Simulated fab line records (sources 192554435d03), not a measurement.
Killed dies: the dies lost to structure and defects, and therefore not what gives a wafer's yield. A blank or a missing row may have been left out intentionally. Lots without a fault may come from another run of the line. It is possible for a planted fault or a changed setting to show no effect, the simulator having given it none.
A struck lot beside a sound one -- flow n5Finfet -- 26 steps out of a route of 1938
Sound: the wafers L345.2, L345.3, L345.5. The struck wafers were L350.3, L350.5, L350.6. The cause comes at the end.
Each step with rows lists, per side, the tool, then ch with its chambers, then its first start. Under that, the readings that differ: sound wafers -- struck wafers -- difference of the means -- sigmas: that difference in standard deviations of wafers without a fault.
alike: same words and numbers on both sides, and readings whose means sit less than 2 such deviations apart. not compared: any withheld reading, any reading some wafer has no value for, any bound like >300 that may hide the same value, and any number with overlapping values for which the record gives no deviation.
Wherever a step has rows on one side only, a row that says differs or no value, or a row with sigmas, the two part there. Numbers that have no deviation but don't overlap get no sigmas and don't part them. A reading missing from all wafers of one side parts the sides only when that side holds two or more wafers.

first, 8 steps without rows for these wafers: N5_BEOL_M6_DEVELOP_10 (develop time 30 s); N5_BEOL_M6_DESCUM_16 (chemistry O2, time 7.9 s); N5_BEOL_M6_ETCH_61 (etches SiARC in CF4, target depth 45.5 nm, time 75.8 s); N5_BEOL_M6_ETCH_62 (etches SOC in N2/H2, target depth 110 nm, overetch 22 nm, time 165 s); N5_BEOL_M6_STRIP_68 (strips in N2/H2); N5_BEOL_M6_STRIP_67 (strips in CF4); N5_BEOL_M6_HM_OPEN_17 (chemistry Cl2/BCl3, target TiN, target depth 20 nm, overetch 6 nm); N5_BEOL_M6_STRIP_19 (strips in O2).
N5_BEOL_M6_COAT_63: time 60 s, resist thk 60 nm.
  sound on lithoTrack-05 ch 0, day 8 03:32; struck on lithoTrack-05 ch 0, day 9 10:32
reading,sound,struck,difference,sigmas
spinSpeedRpm (rpm),1499.0 1499.8 1499.4,1535.6 1534.9 1535.1,+35.8,+40
  not compared: model.SOC_of_BEOL_M6_COAT_63.thkNm
then, 11 steps without rows for these wafers: N5_BEOL_M6_COAT_64 (time 60 s, resist thk 12 nm); N5_BEOL_M6_COAT_71 (time 60 s, resist thk 5 nm); N5_BEOL_M6_COAT_22 (resist thk 30 nm); N5_BEOL_M6_EBR_24; N5_BEOL_M6_SOFTBAKE_23 (time 60 s); N5_BEOL_M6_EXPOSE_25 (exposes mask V5, target cd 40 nm); N5_BEOL_M6_PEB_26 (peb time 60 s); N5_BEOL_M6_DEVELOP_27 (develop time 30 s); N5_BEOL_M6_DESCUM_33 (chemistry O2, time 7 s); N5_BEOL_M6_ETCH_72 (etches underlayer in N2/H2, target depth 6.5 nm, time 5.2 s); N5_BEOL_M6_ETCH_65 (etches SiARC in CF4, target depth 15.6 nm, time 26 s).
N5_BEOL_M6_ETCH_66: etches SOC in N2/H2, target depth 80 nm, overetch 16 nm, time 120 s.
  sound on rieDiel-06 ch 1,2,3, day 8 04:24; struck on rieDiel-02 ch 2,3, day 9 11:00
  alike: drypumpMotorCurrentA, n2FlowSccm, oesProductAu, rfVppV, showerheadPlenumPTorr, throttleValvePct
  not compared: rfHoursCounterH, model.etch.depthNm
then, 2 steps without rows for these wafers: N5_BEOL_M6_STRIP_69 (strips in N2/H2); N5_BEOL_M6_STRIP_73 (strips in N2/H2).
N5_BEOL_M6_VIA_ETCH_34: etches SiCOH lowk in C4F6/O2, target depth 126.3 nm, time 50.9 s.
  sound on rieDiel-06 ch 1,2,3, day 8 04:30; struck on rieDiel-02 ch 2,3, day 9 11:06
  alike: O2_flow_sccm, drypumpMotorCurrentA, oesProductAu, rfVppV, showerheadPlenumPTorr, throttleValvePct
  not compared: rfHoursCounterH, model.SOC_of_BEOL_M6_COAT_63.thkNm
then, 1 step without rows for these wafers: N5_BEOL_M6_STRIP_76 (strips in C4F6/O2).
-- a jump in the record: the struck wafers' starts before and after are 3 days apart (it breaks off in module BEOL_M6 and resumes in module PASSIVATION, where the first step shown is number 1936 of the route) --
N5_PASSIVATION_PROBE_49:
  record: rows for the struck wafers here (prober-01, day 12 22:50), none for the sound ones

WHERE THEY PART
First at N5_BEOL_M6_COAT_63; last, within this record, at N5_PASSIVATION_PROBE_49.

WHY: what the simulator had put in
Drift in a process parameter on lithoTrack-05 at N5_BEOL_M6_COAT_63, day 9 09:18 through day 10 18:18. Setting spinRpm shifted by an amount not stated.
